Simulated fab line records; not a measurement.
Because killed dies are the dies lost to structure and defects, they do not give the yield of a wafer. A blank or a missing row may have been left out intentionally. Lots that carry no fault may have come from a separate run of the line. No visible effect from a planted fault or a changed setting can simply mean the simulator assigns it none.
fab line records ; flow n5_finfet
[record] lots = 6; wafers = 18; last_day = 18
route steps=1938 shown BEOL_M7@1293 PASSIVATION@1936
lots untouched by any fault: they come from a run of this same line in which no faults occurred
start_h: hours from the record's opening day to when the first of the lot's shown wafers began ; wait_h: time in hours since the lot's previous step ; " repeats the value in the row above ; L1.1+2: several wafers, shown together as one row ; - no value, or no start was given ; * or withheld: withheld ; < > ~ a bound
route shown NAME@n: names a module that has steps shown in the file, with the first one's number in the route ; usual: mean/standard deviation of fault-free wafers ; same: alike in all rows ; chamber/n: place in a boat ; sites: readings site by site ; _std_site: their standard deviation ; _edge_site: mean of outer sites minus mean of inner sites ; radius_mm: how far each site lies from the wafer's centre ; mask NAME#n: copy n ; behind: tool/chamber where the wafer was last shaped ; hold: why the lot went on hold/how many hours it stayed there/how the hold came to an end ; device: names the non-switching transistor (n, p or np) ; end of line: tests run on the same wafers once the route is complete ; for a step that has no rows: nothing shown but its recipe ; killed: dies lost to structure and defects at the first sort, not the wafer's yield ; map: a wafer's dies, x killed, . not, _ none there
set.NAME: the run value of the setting; set.NAME@STEP: its run value at that earlier step ; model.NAME: the simulator's own value behind a step, which no gauge read
lots seen at some steps along the route; tables by step, rows by wafer
services: when a tool's chamber went out of use (start_h, in hours from the record's first day, below 0 if earlier), for how many hours, and the reason
[[steps]]
[step N5_BEOL_M7_EXPOSE_25]
[recipe] mask_id = V6; na = 0.33; source_shape = annular; sigma_inner = 0.4; sigma_outer = 0.8; polarization = unpolarized; target_cd_nm = 40; dose_mj = 42.5
[step N5_BEOL_M7_PEB_26]
[recipe] peb_temp_c = 100; peb_time_s = 60; resist = CAR-EUV
[step N5_BEOL_M7_DEVELOP_27]
[recipe] develop_time_s = 30; developer = TMAH; resist = CAR-EUV; rinse_liquid = surfactant_rinse; dry = air_spin; dev_temp_c = 23
[step N5_BEOL_M7_CD_MEAS_28]
[recipe] target_cd_nm = 40; landing_energy_ev = 500; detector = se_inlens
[usual] cd_nm = 39.83/0.23
[same] landing_energy_ev = 500
lot.wafer;tool;chamber;start_h;wait_h;cd_nm
L548.4;cd_sem-03;0;228.11;-;39.92
L548.5;cd_sem-03;0;228.11;-;39.92
L548.6;cd_sem-03;0;228.11;-;39.71
L551.2;cd_sem-03;0;251.79;-;39.91
L551.3;cd_sem-03;0;251.79;-;39.74
L551.4;cd_sem-03;0;251.79;-;40.10
L553.4;cd_sem-03;0;271.68;-;39.53
L553.5;cd_sem-03;0;271.68;-;39.80
L553.6;cd_sem-03;0;271.68;-;39.50
L555.2;cd_sem-03;0;276.61;-;40.02
L555.4;cd_sem-03;0;276.61;-;39.99
L555.6;cd_sem-03;0;276.61;-;40.05
L563.3;cd_sem-03;0;322.53;-;39.23
L563.4;cd_sem-03;0;322.53;-;39.65
L563.6;cd_sem-03;0;322.53;-;39.78
L566.2;cd_sem-03;0;347.21;-;40.02
L566.4;cd_sem-03;0;347.21;-;40.13
L566.6;cd_sem-03;0;347.21;-;39.94
[step N5_BEOL_M7_OVL_MEAS_29]
[recipe] points_per_wafer = 522
[usual] V6_OVL = -0.4/0.68
lot.wafer;tool;chamber;start_h;wait_h;V6_OVL[nm]
L548.4;overlay-01;0;228.15;0.0;-1.5
L548.5;overlay-01;0;228.15;0.0;-1.1
L548.6;overlay-01;0;228.15;0.0;-1.1
L551.2;overlay-01;0;251.83;0.0;0.7
L551.3;overlay-01;0;251.83;0.0;1.1
L551.4;overlay-01;0;251.83;0.0;0.5
L553.4;overlay-01;0;271.72;0.0;-0.2
L553.5;overlay-01;0;271.72;0.0;-0.2
L553.6;overlay-01;0;271.72;0.0;-0.9
L555.2;overlay-01;0;276.64;0.0;0.3
L555.4;overlay-01;0;276.64;0.0;-0.3
L555.6;overlay-01;0;276.64;0.0;-0.2
L563.3;overlay-01;0;322.57;0.0;-0.3
L563.4;overlay-01;0;322.57;0.0;-0.7
L563.6;overlay-01;0;322.57;0.0;-0.1
L566.2;overlay-02;0;347.25;0.0;-0.1
L566.4;overlay-02;0;347.25;0.0;-0.5
L566.6;overlay-02;0;347.25;0.0;-1.0
[step N5_BEOL_M7_INSPECT_30]
[recipe] mode = adi; inspect_instrument = brightfield
[usual] raw_defect_count = 394/83
lot.wafer;tool;chamber;start_h;wait_h;raw_defect_count
L548.4;defect_inspect-01;-;228.20;0.0;365
L548.5;defect_inspect-01;-;228.20;0.0;534
L548.6;defect_inspect-01;-;228.20;0.0;410
L551.2;defect_inspect-02;-;251.88;0.0;443
L551.3;defect_inspect-02;-;251.88;0.0;561
L551.4;defect_inspect-02;-;251.88;0.0;423
L553.4;defect_inspect-01;-;271.76;0.0;362
L553.5;defect_inspect-01;-;271.76;0.0;298
L553.6;defect_inspect-01;-;271.76;0.0;322
L555.2;defect_inspect-01;-;276.70;0.0;363
L555.4;defect_inspect-01;-;276.70;0.0;364
L555.6;defect_inspect-01;-;276.70;0.0;544
L563.3;defect_inspect-02;-;322.62;0.0;665
L563.4;defect_inspect-02;-;322.62;0.0;468
L563.6;defect_inspect-02;-;322.62;0.0;295
L566.2;defect_inspect-02;-;347.30;0.0;363
L566.4;defect_inspect-02;-;347.30;0.0;360
L566.6;defect_inspect-02;-;347.30;0.0;271
[step N5_BEOL_M7_DESCUM_33]
[recipe] chemistry = O2; time_s = 7; source_power_w = 50; bias_power_w = 20; pressure_mtorr = 20; rf_frequency_hz = 2.712e+07; temp_c = 40; resist = CAR-EUV; o2_flow_sccm = 225
[usual] drypump_motor_current_A = 5.6/0.41; oes_product_au = 0.77/0.091; rf_vpp_V = 242.8/1.4; showerhead_plenum_p_Torr = 2.07/0.071; throttle_valve_pct = 20.57/0.28
lot.wafer;tool;chamber;start_h;wait_h;drypump_motor_current_A;oes_product_au;rf_hours_counter_h;rf_vpp_V;showerhead_plenum_p_Torr;throttle_valve_pct
L548.4;rie_diel-01;1;229.11;0.9;5.3;0.73;168;241.2;1.97;20.45
L548.5;rie_diel-01;2;229.11;0.9;6.1;0.74;-;245.5;2.18;20.17
L548.6;rie_diel-01;1;229.11;0.9;5.3;0.74;-;241.2;1.97;20.47
L551.2;rie_diel-02;2;252.02;0.1;5.9;0.74;163;243.9;2.08;20.41
L551.3;rie_diel-02;0;252.02;0.1;5.6;0.92;16;243.3;2.15;20.13
L551.4;rie_diel-02;3;252.02;0.1;5.4;0.81;96;242.9;2.13;20.39
L553.4;rie_diel-02;3;271.79;0.0;5.3;0.81;101;243.7;2.13;20.39
L553.5;rie_diel-02;1;271.79;0.0;5.6;0.74;-;241.5;2.00;20.78
L553.6;rie_diel-02;0;271.79;0.0;5.6;0.89;-;244.9;2.15;20.16
L555.2;rie_diel-02;0;277.21;0.5;5.6;0.89;23;244.6;2.15;20.17
L555.4;rie_diel-02;1;277.21;0.5;5.6;0.75;173;242.2;2.00;20.75
L555.6;rie_diel-02;2;277.21;0.5;5.9;0.75;-;242.7;2.08;20.42
L563.3;rie_diel-01;0;322.92;0.3;6.4;0.70;219;242.6;2.08;20.40
L563.4;rie_diel-01;3;322.92;0.3;6.1;0.68;243;240.4;1.99;21.18
L563.6;rie_diel-01;3;322.92;0.3;6.1;0.68;-;243.9;1.99;21.18
L566.2;rie_diel-03;3;347.46;0.2;5.2;0.71;204;242.8;1.98;20.62
L566.4;rie_diel-03;1;347.46;0.2;5.1;0.91;25;244.3;2.04;20.51
L566.6;rie_diel-03;1;347.46;0.2;5.1;0.91;-;242.5;2.04;20.51
[step N5_BEOL_M7_ETCH_72]
[recipe] chemistry = N2/H2; target = underlayer; target_depth_a = 65; mask_material = CAR-EUV; time_s = 5.2; ion_energy_ev = 200; pressure_mtorr = 30; source_w = 840; bias_w = 150; n2_flow_sccm = 200; h2_flow_sccm = 200; ends = cleared
[usual] bias_w = 150.0/0.42; drypump_motor_current_A = 5.7/0.41; etch_rf_on_time_s = 5.21/0.18; oes_product_au = 0.66/0.078; rf_vpp_V = 523.1/2.5; showerhead_plenum_p_Torr = 2.51/0.083; throttle_valve_pct = 17.98/0.3
lot.wafer;tool;chamber;start_h;wait_h;bias_w;drypump_motor_current_A;etch_rf_on_time_s;oes_product_au;rf_hours_counter_h;rf_vpp_V;showerhead_plenum_p_Torr;throttle_valve_pct
L548.4;rie_diel-01;1;229.15;0.0;150.5;5.3;5.19;0.64;168;522.6;2.43;18.15
L548.5;rie_diel-01;2;229.15;0.0;150.2;6.1;5.23;0.62;-;526.5;2.64;17.65
L548.6;rie_diel-01;1;229.15;0.0;150.9;5.3;5.21;0.64;-;520.4;2.43;18.12
L551.2;rie_diel-02;2;252.06;0.0;150.0;5.9;5.51;0.61;163;522.9;2.53;17.89
L551.3;rie_diel-02;0;252.06;0.0;150.1;5.6;5.33;0.76;16;527.0;2.61;17.51
L551.4;rie_diel-02;3;252.06;0.0;149.5;5.4;5.20;0.69;96;523.3;2.55;17.58
L553.4;rie_diel-02;3;271.83;0.0;150.0;5.4;5.14;0.69;101;525.0;2.54;17.57
L553.5;rie_diel-02;1;271.83;0.0;149.5;5.6;5.31;0.63;-;522.7;2.43;18.10
L553.6;rie_diel-02;0;271.83;0.0;150.2;5.6;5.28;0.74;-;524.8;2.61;17.53
L555.2;rie_diel-02;0;277.24;0.0;149.7;5.6;5.25;0.76;23;525.6;2.61;17.54
L555.4;rie_diel-02;1;277.24;0.0;150.3;5.6;5.26;0.64;173;521.6;2.42;18.10
L555.6;rie_diel-02;2;277.24;0.0;150.0;5.9;5.50;0.60;-;525.0;2.53;17.91
L563.3;rie_diel-01;0;322.95;0.0;149.8;6.4;5.11;0.62;219;523.2;2.50;17.66
L563.4;rie_diel-01;3;322.95;0.0;150.3;6.1;4.94;0.59;243;520.5;2.39;18.42
L563.6;rie_diel-01;3;322.95;0.0;150.3;6.1;4.97;0.60;-;522.1;2.39;18.45
L566.2;rie_diel-03;3;347.49;0.0;149.1;5.2;5.64;0.59;204;520.4;2.41;18.04
L566.4;rie_diel-03;1;347.49;0.0;149.2;5.1;5.09;0.77;25;523.2;2.50;18.09
L566.6;rie_diel-03;1;347.49;0.0;149.0;5.1;5.10;0.77;-;523.1;2.50;18.06
[step N5_BEOL_M7_ETCH_65]
[recipe] chemistry = CF4; target = SiARC; target_depth_a = 156; mask_material = CAR-EUV; time_s = 26; ion_energy_ev = 80; pressure_mtorr = 40; source_w = 545; bias_w = 36; Ar_flow_sccm = 100; cf4_flow_sccm = 100; ends = cleared
[usual] bias_w = 35.99/0.11; drypump_motor_current_A = 5.6/0.41; etch_rf_on_time_s = 26.0/0.81; oes_product_au = 0.66/0.078; rf_vpp_V = 183.8/1.1; showerhead_plenum_p_Torr = 2.11/0.066; throttle_valve_pct = 15.75/0.26
lot.wafer;tool;chamber;start_h;wait_h;bias_w;drypump_motor_current_A;etch_rf_on_time_s;oes_product_au;rf_hours_counter_h;rf_vpp_V;showerhead_plenum_p_Torr;throttle_valve_pct
L548.4;rie_diel-01;1;229.16;0.0;35.97;5.3;26.3;0.63;168;183.3;2.04;15.76
L548.5;rie_diel-01;2;229.16;0.0;35.94;6.1;26.2;0.62;-;185.2;2.21;15.46
L548.6;rie_diel-01;1;229.16;0.0;36.13;5.3;26.1;0.64;-;182.8;2.04;15.73
L551.2;rie_diel-02;2;252.08;0.0;35.79;5.9;27.4;0.62;163;184.4;2.14;15.72
L551.3;rie_diel-02;0;252.08;0.0;35.67;5.6;26.5;0.77;16;184.4;2.19;15.23
L551.4;rie_diel-02;3;252.08;0.0;35.88;5.3;25.7;0.69;96;183.5;2.17;15.55
L553.4;rie_diel-02;3;271.84;0.0;36.27;5.3;25.2;0.69;101;182.6;2.17;15.55
L553.5;rie_diel-02;1;271.84;0.0;35.91;5.6;26.0;0.64;-;181.9;2.04;15.87
L553.6;rie_diel-02;0;271.84;0.0;35.87;5.6;25.8;0.78;-;183.6;2.19;15.25
L555.2;rie_diel-02;0;277.26;0.0;35.87;5.6;26.3;0.77;23;184.3;2.19;15.26
L555.4;rie_diel-02;1;277.26;0.0;36.14;5.6;26.4;0.64;173;183.4;2.04;15.87
L555.6;rie_diel-02;2;277.26;0.0;36.15;5.9;27.2;0.61;-;185.3;2.13;15.77
L563.3;rie_diel-01;0;322.97;0.0;36.00;6.4;26.0;0.61;219;184.2;2.10;15.49
L563.4;rie_diel-01;3;322.97;0.0;36.01;6.0;24.8;0.60;243;182.6;2.03;16.19
L563.6;rie_diel-01;3;322.97;0.0;36.02;6.1;24.8;0.60;-;182.3;2.03;16.20
L566.2;rie_diel-03;3;347.51;0.0;36.10;5.2;27.6;0.60;204;183.8;2.05;15.89
L566.4;rie_diel-03;1;347.51;0.0;35.85;5.1;25.6;0.77;25;183.8;2.10;15.73
L566.6;rie_diel-03;1;347.51;0.0;35.98;5.1;25.6;0.77;-;183.8;2.10;15.72
[step N5_BEOL_M7_ETCH_66]
[recipe] chemistry = N2/H2; target = SOC; target_depth_a = 800; overetch_a = 160; mask_material = SiARC; temp_c = 40; time_s = 120; ion_energy_ev = 200; pressure_mtorr = 30; source_w = 840; bias_w = 150; n2_flow_sccm = 200; h2_flow_sccm = 200
[usual] bias_w = 150.0/0.41; drypump_motor_current_A = 5.7/0.41; oes_product_au = 0.59/0.064; rf_vpp_V = 522.9/2.3; showerhead_plenum_p_Torr = 2.51/0.083; throttle_valve_pct = 17.94/0.3
lot.wafer;tool;chamber;start_h;wait_h;bias_w;drypump_motor_current_A;oes_product_au;rf_hours_counter_h;rf_vpp_V;showerhead_plenum_p_Torr;throttle_valve_pct
L548.4;rie_diel-01;1;229.19;0.0;150.2;5.3;0.57;168;522.4;2.43;18.07
L548.5;rie_diel-01;2;229.19;0.0;150.3;6.1;0.56;-;526.4;2.64;17.61
L548.6;rie_diel-01;1;229.19;0.0;150.4;5.3;0.56;-;520.6;2.43;18.10
L551.2;rie_diel-02;2;252.10;0.0;150.1;5.9;0.57;163;523.7;2.53;17.87
L551.3;rie_diel-02;0;252.10;0.0;150.4;5.6;0.70;16;525.6;2.61;17.49
L551.4;rie_diel-02;3;252.10;0.0;150.7;5.4;0.62;96;524.6;2.55;17.53
L553.4;rie_diel-02;3;271.87;0.0;150.0;5.3;0.61;101;525.2;2.54;17.53
L553.5;rie_diel-02;1;271.87;0.0;149.7;5.6;0.58;-;520.1;2.43;18.08
L553.6;rie_diel-02;0;271.87;0.0;150.3;5.6;0.69;-;526.6;2.61;17.52
L555.2;rie_diel-02;0;277.29;0.0;150.2;5.6;0.68;23;526.9;2.61;17.50
L555.4;rie_diel-02;1;277.29;0.0;149.5;5.6;0.58;173;520.6;2.43;18.06
L555.6;rie_diel-02;2;277.29;0.0;149.8;5.9;0.56;-;524.0;2.53;17.87
L563.3;rie_diel-01;0;323.00;0.0;149.6;6.4;0.55;219;523.1;2.50;17.63
L563.4;rie_diel-01;3;323.00;0.0;149.5;6.1;0.53;243;520.7;2.39;18.39
L563.6;rie_diel-01;3;323.00;0.0;149.6;6.1;0.53;-;519.1;2.39;18.40
L566.2;rie_diel-03;3;347.54;0.0;149.8;5.2;0.56;204;520.6;2.41;18.00
L566.4;rie_diel-03;1;347.54;0.0;149.8;5.1;0.68;25;522.4;2.50;18.04
L566.6;rie_diel-03;1;347.54;0.0;149.9;5.1;0.68;-;523.4;2.50;18.04
[step N5_BEOL_M7_STRIP_69]
[recipe] chemistry = N2/H2; temp_c = 40; n2_flow_sccm = 200; h2_flow_sccm = 200; rf_frequency_hz = 6e+07
[step N5_BEOL_M7_STRIP_73]
[recipe] chemistry = N2/H2; temp_c = 40; n2_flow_sccm = 200; h2_flow_sccm = 200; rf_frequency_hz = 6e+07
[step N5_BEOL_M7_VIA_ETCH_34]
[recipe] chemistry = C4F6/O2; target = SiCOH_lowk; target_depth_a = 1255; mask_material = SOC; taper_deg = 4; time_s = 50.5; ion_energy_ev = 250; pressure_mtorr = 30; source_w = 345; bias_w = 185; Ar_flow_sccm = 300; C4F6_flow_sccm = 10; O2_flow_sccm = 10
[usual] bias_w = 185.0/0.56; drypump_motor_current_A = 5.6/0.41; oes_product_au = 0.77/0.092; rf_vpp_V = 663/16; showerhead_plenum_p_Torr = 2.80/0.086; throttle_valve_pct = 20.97/0.27
lot.wafer;tool;chamber;start_h;wait_h;bias_w;drypump_motor_current_A;oes_product_au;rf_hours_counter_h;rf_vpp_V;showerhead_plenum_p_Torr;throttle_valve_pct
L548.4;rie_diel-01;1;229.29;0.0;184.3;5.3;0.73;168;692;2.70;20.97
L548.5;rie_diel-01;2;229.29;0.0;184.8;6.1;0.72;-;667;2.93;20.54
L548.6;rie_diel-01;1;229.29;0.0;185.5;5.3;0.74;-;693;2.70;20.98
L551.2;rie_diel-02;2;252.20;0.0;185.5;5.9;0.72;163;660;2.85;21.02
L551.3;rie_diel-02;0;252.20;0.0;184.7;5.6;0.91;16;673;2.93;20.64
L551.4;rie_diel-02;3;252.20;0.0;184.8;5.4;0.82;96;673;2.87;20.76
L553.4;rie_diel-02;3;271.97;0.0;185.8;5.3;0.82;101;674;2.87;20.76
L553.5;rie_diel-02;1;271.97;0.0;172.5;5.6;0.73;-;615;2.73;21.23
L553.6;rie_diel-02;0;271.97;0.0;186.3;5.6;0.90;-;672;2.93;20.67
L555.2;rie_diel-02;0;277.39;0.0;185.7;5.6;0.90;23;671;2.93;20.67
L555.4;rie_diel-02;1;277.39;0.0;173.3;5.6;0.74;173;614;2.73;21.24
L555.6;rie_diel-02;2;277.39;0.0;184.6;5.9;0.72;-;661;2.85;21.02
L563.3;rie_diel-01;0;323.10;0.0;185.5;6.4;0.70;219;684;2.80;20.66
L563.4;rie_diel-01;3;323.10;0.0;184.9;6.1;0.68;244;646;2.69;21.45
L563.6;rie_diel-01;3;323.10;0.0;184.6;6.1;0.68;-;647;2.69;21.43
L566.2;rie_diel-03;3;347.64;0.0;184.0;5.2;0.70;204;638;2.71;21.13
L566.4;rie_diel-03;1;347.64;0.0;185.0;5.1;0.90;25;655;2.79;21.06
L566.6;rie_diel-03;1;347.64;0.0;186.2;5.1;0.90;-;655;2.79;21.07
[step N5_BEOL_M7_STRIP_76]
[recipe] chemistry = C4F6/O2; resist = SiARC; rf_frequency_hz = 6e+07
[step N5_PASSIVATION_PROBE_49]
[usual] defect_limited_yield = 91.3/1.4; killed_at_M0_to_M3 = 33/9.9; killed_at_M4_up = 15/5.6; killed_at_contacts = 13/5.7; killed_at_front_end = 38/12; killed_at_other = 4/3.1; killed_dies = 103/17; killed_on_rim = 13/4; killed_open = 66/13; killed_short = 32/7.8; sort_bin_5_function = 5.1/0.95; sort_bin_6_memory = 3.2/0.68; sort_bin_8_speed = 0.02/0.22; sort_n_pass = 1077/17; sort_yield_pct = 91.3/1.5
[same] gross_dies = 1180; killed_at_back_side = 0; sort_bin_4_leakage[%] = 0
lot.wafer;tool;chamber;start_h;wait_h;defect_limited_yield[%];killed_at_M0_to_M3;killed_at_M4_up;killed_at_contacts;killed_at_front_end;killed_at_other;killed_dies;killed_on_rim;killed_open;killed_short;sort_bin_5_function[%];sort_bin_6_memory[%];sort_bin_8_speed[%];sort_n_pass;sort_yield_pct[%]
L553.4;prober-02;-;355.08;0.2;90.8;48;12;13;36;0;109;10;79;27;5.8;3.4;0;1071;90.8
L553.5;prober-02;-;355.13;0.2;90.4;32;15;11;55;0;113;14;72;37;6.0;3.1;0;1067;90.4
L553.6;prober-02;-;355.18;0.3;89.9;22;22;22;48;5;119;16;84;33;6.3;3.6;0;1061;89.9
L555.2;prober-01;-;356.44;0.1;90.1;46;12;21;37;1;117;15;79;37;5.4;4.3;0;1063;90.1
L555.4;prober-01;-;356.54;0.2;90.5;36;14;21;33;8;112;16;76;30;6.3;3.1;0;1068;90.5
L555.6;prober-01;-;356.64;0.3;90.8;45;9;15;35;4;108;18;74;29;5.3;3.6;0;1072;90.8
L566.2;prober-02;-;432.57;0.1;90.2;29;7;10;63;7;116;7;64;41;5.2;3.2;0;1064;90.2
L566.4;prober-02;-;432.67;0.2;90.7;26;8;15;59;2;110;14;86;20;5.9;3.1;0;1070;90.7
L566.6;prober-02;-;432.77;0.3;93.0;20;14;10;39;0;83;8;59;18;4.1;2.5;0;1097;93.0
// killed by level:class
L553.4 STI_FIN_REVEAL:geometric_particle:open=14 MOL_CONTACT_COAG:geometric_particle:open=12 BEOL_M0_SAQP:geometric_particle:open=10 BEOL_M2:geometric_particle:open=9 BEOL_M0_SAQP:geometric_particle:short=8 BEOL_M3:geometric_particle:open=8 FIN_SAQP:geometric_particle:open=5 FIN_SAQP:geometric_particle:short=4
L553.5 STI_FIN_REVEAL:geometric_particle:open=12 BEOL_M2:geometric_particle:open=9 FIN_SAQP:geometric_particle:open=8 MOL_CONTACT_COAG:geometric_particle:open=8 FIN_SAQP:geometric_particle:short=7 GATE_CUT:geometric_particle:short=6 BEOL_M3:geometric_particle:open=6 BEOL_M0_SAQP:geometric_particle:short=4
L553.6 MOL_CONTACT_COAG:geometric_particle:open=19 FIN_SAQP:geometric_particle:open=12 FIN_SAQP:geometric_particle:short=10 BEOL_M3:geometric_particle:open=9 BEOL_M7:geometric_particle:open=7 GATE_CUT:geometric_particle:short=6 BEOL_M5:geometric_particle:open=5 GATE_CUT:geometric_particle:open=5
L555.2 MOL_CONTACT_COAG:geometric_particle:open=14 BEOL_M1:geometric_particle:open=14 FIN_SAQP:geometric_particle:open=8 STI_FIN_REVEAL:geometric_particle:open=8 BEOL_M0_SAQP:geometric_particle:open=7 MOL_CONTACT_COAG:geometric_particle:short=7 BEOL_M0_SAQP:geometric_particle:short=7 BEOL_M4:geometric_particle:open=6
L555.4 MOL_CONTACT_COAG:geometric_particle:open=17 BEOL_M3:geometric_particle:open=10 BEOL_M1:geometric_particle:open=8 FIN_SAQP:geometric_particle:open=7 STI_FIN_REVEAL:geometric_particle:open=7 FIN_SAQP:geometric_particle:short=6 STARTING-WAFER:geometric_particle:short=5 BEOL_M4:geometric_particle:open=5
L555.6 BEOL_M2:geometric_particle:open=17 MOL_CONTACT_COAG:geometric_particle:open=13 BEOL_M0_SAQP:geometric_particle:open=7 FIN_SAQP:geometric_particle:open=6 GATE_CUT:geometric_particle:short=6 BEOL_M0_SAQP:geometric_particle:short=5 BEOL_M0:geometric_particle:open=5 BEOL_M3:geometric_particle:open=5
L566.2 STI_FIN_REVEAL:geometric_particle:open=14 FIN_SAQP:geometric_particle:short=9 BEOL_M0_SAQP:geometric_particle:open=9 HKMG_FIN:area_etch=9 MOL_CONTACT_COAG:geometric_particle:open=7 BEOL_M2:geometric_particle:open=7 STI_FIN_REVEAL:geometric_particle:short=6 BEOL_M0_SAQP:geometric_particle:short=6
L566.4 STI_FIN_REVEAL:geometric_particle:open=21 FIN_SAQP:geometric_particle:open=13 MOL_CONTACT_COAG:geometric_particle:open=12 BEOL_M2:geometric_particle:open=5 BEOL_M3:geometric_particle:open=5 FIN_SAQP:geometric_particle:short=4 BEOL_M0_SAQP:geometric_particle:short=4 BEOL_M0_SAQP:geometric_particle:open=4
L566.6 STI_FIN_REVEAL:geometric_particle:open=13 FIN_SAQP:geometric_particle:open=11 MOL_CONTACT_COAG:geometric_particle:open=8 BEOL_M0_SAQP:geometric_particle:short=5 BEOL_M4:geometric_particle:open=5 BEOL_M2:geometric_particle:open=4 BEOL_M3:geometric_particle:open=4 BEOL_M1:geometric_particle:open=3
[[services]]
tool;chamber;start_h;hours;kind
rie_diel-01;1;210.44;1.8;repair
rie_diel-02;-;212.13;28.1;pm
rie_diel-03;1;245.77;-;clean
rie_diel-03;1;245.77;-;consumable_replace:focus_ring
rie_diel-03;1;245.77;18.5;scheduled_down
rie_diel-03;1;245.77;18.5;vent_cycle
rie_diel-02;1;285.26;2.9;repair
rie_diel-02;2;311.15;15.1;repair
rie_diel-03;2;315.58;9.5;repair
rie_diel-01;3;344.62;-;clean
rie_diel-01;3;344.62;-;consumable_replace:focus_ring
rie_diel-01;3;344.62;-;consumable_replace:showerhead
rie_diel-01;3;344.62;16.0;scheduled_down
rie_diel-01;3;344.62;16.0;vent_cycle
rie_diel-01;-;347.50;0.1;repair
[[key]]
[first_sign] step = N5_BEOL_M7_VIA_ETCH_34; reading = bias_w; direction = down; sigmas = 22; usual = *; struck = *
[effect] step = N5_BEOL_M7_VIA_ETCH_34; reading = rf_vpp_V; direction = down; sigmas = 3; usual = 663; struck = 615
met_at N5_BEOL_M7_VIA_ETCH_34
struck_wafers L553.5,L555.4
[fault] kind = process_parameter_drift; tool = rie_diel-02; chamber = 1; onset_h = 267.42; steps = N5_BEOL_M7_VIA_ETCH_34; channel = bias_w; offset = *; shape = step; end_h = 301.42; acts_in = *; stated = *
